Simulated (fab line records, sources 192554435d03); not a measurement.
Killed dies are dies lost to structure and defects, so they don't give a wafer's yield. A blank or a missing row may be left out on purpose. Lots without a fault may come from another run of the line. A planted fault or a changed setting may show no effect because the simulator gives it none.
One fault seen from 2 desks | flow n5_finfet | each desk has only its own numbers; what lay behind them comes last

THE METROLOGY DESK
What the gauges read, lot by lot, whatever tool the lot ran on: means of the sampled wafers that have a number. A lot is out of limits, marked OUT, if its mean lies more than 4 standard deviations from the usual mean; the brackets give that distance. Of its 10 readings 7 are shown: those that lie furthest out on some lot.
Columns: A = DIBL_N at N5_BEOL_M4_RC_MEAS_101, usual 36.0 mV/V; B = DIBL_P at N5_BEOL_M4_RC_MEAS_101, usual 36.3 mV/V; C = IOFF_N at N5_BEOL_M4_RC_MEAS_101, usual 0.16 nA/um; D = IOFF_P at N5_BEOL_M4_RC_MEAS_101, usual 0.21 nA/um; E = ION_P at N5_BEOL_M4_RC_MEAS_101, usual 461 uA/um; F = VT_N at N5_BEOL_M4_RC_MEAS_101, usual 250 mV; G = VT_P at N5_BEOL_M4_RC_MEAS_101, usual -250.9 mV
lot  | first seen here | A    | B    | C    | D    | E   | F   | G
L920 | day 9 10:52     | 35.6 | 36.1 | 0.16 | 0.19 | 462 | 250 | -250.7
L922 | day 9 23:12     | 34.6 | 35.9 | 0.14 | 0.19 | 463 | 252 | -252.3
L921 | day 10 02:00    | 34.2 | 34.7 | 0.12 | 0.17 | 457 | 254 | -253.8
L933 | day 12 16:12    | 35.2 | 37.0 | 0.16 | 0.21 | 464 | 248 | -249.5
L935 | day 12 17:22    | 36.4 | 37.0 | 0.16 | 0.21 | 462 | 251 | -251.4
L934 | day 12 22:46    | 36.6 | 37.5 | 0.15 | 0.22 | 466 | 253 | -249.8
L937 | day 14 04:22    | 36.0 | 34.9 | 0.14 | 0.20 | 458 | 248 | -252.1
L938 | day 14 07:43    | 37.3 | 39.0 | 0.17 | 0.24 | 473 | 246 | -247.3
This desk's finding: nothing out of limits on any of the 8 lots.

THE TOOL OWNER'S DESK: rie_diel-05
The tool's own readings at N5_MOL_CONTACT_COAG_ETCH_124 (etches SiNx in CH3F/O2, stops on SiOC, target depth 6.5 nm): means of the sampled wafers that have a number, for each lot that ran on this tool. A lot is out of limits, marked OUT, if its mean lies more than 4 standard deviations from the usual mean; the brackets give that distance.
Columns: A = O2_flow_sccm at N5_MOL_CONTACT_COAG_ETCH_124, usual 20.00 sccm; B = drypump_motor_current_A at N5_MOL_CONTACT_COAG_ETCH_124, usual 5.7 A; C = oes_product_au at N5_MOL_CONTACT_COAG_ETCH_124, usual 0.65 a.u.; D = rf_vpp_V at N5_MOL_CONTACT_COAG_ETCH_124, usual 298 V; E = showerhead_plenum_p_Torr at N5_MOL_CONTACT_COAG_ETCH_124, usual 1.98 Torr; F = throttle_valve_pct at N5_MOL_CONTACT_COAG_ETCH_124, usual 16.37 %
lot  | first seen here | A     | B   | C    | D   | E    | F
L920 | day 6 06:57     | 20.03 | 5.8 | 0.62 | 299 | 2.00 | 16.24
L922 | day 6 16:58     | 20.02 | 5.8 | 0.63 | 300 | 2.00 | 16.24
L933 | day 9 10:07     | 19.98 | 6.0 | 0.65 | 298 | 2.00 | 16.43
L934 | day 9 16:37     | 20.05 | 6.0 | 0.69 | 295 | 1.97 | 16.18
L935 | day 9 22:00     | 20.03 | 6.0 | 0.60 | 299 | 2.03 | 16.68
L938 | day 10 18:14    | 20.05 | 5.9 | 0.72 | 299 | 2.02 | 16.21
This desk's finding: nothing out of limits on any of the 6 lots.

PUT TOGETHER
The metrology desk saw nothing out of limits.
The tool owner's desk saw nothing out of limits.

WHAT THE SIMULATOR HAD PUT IN
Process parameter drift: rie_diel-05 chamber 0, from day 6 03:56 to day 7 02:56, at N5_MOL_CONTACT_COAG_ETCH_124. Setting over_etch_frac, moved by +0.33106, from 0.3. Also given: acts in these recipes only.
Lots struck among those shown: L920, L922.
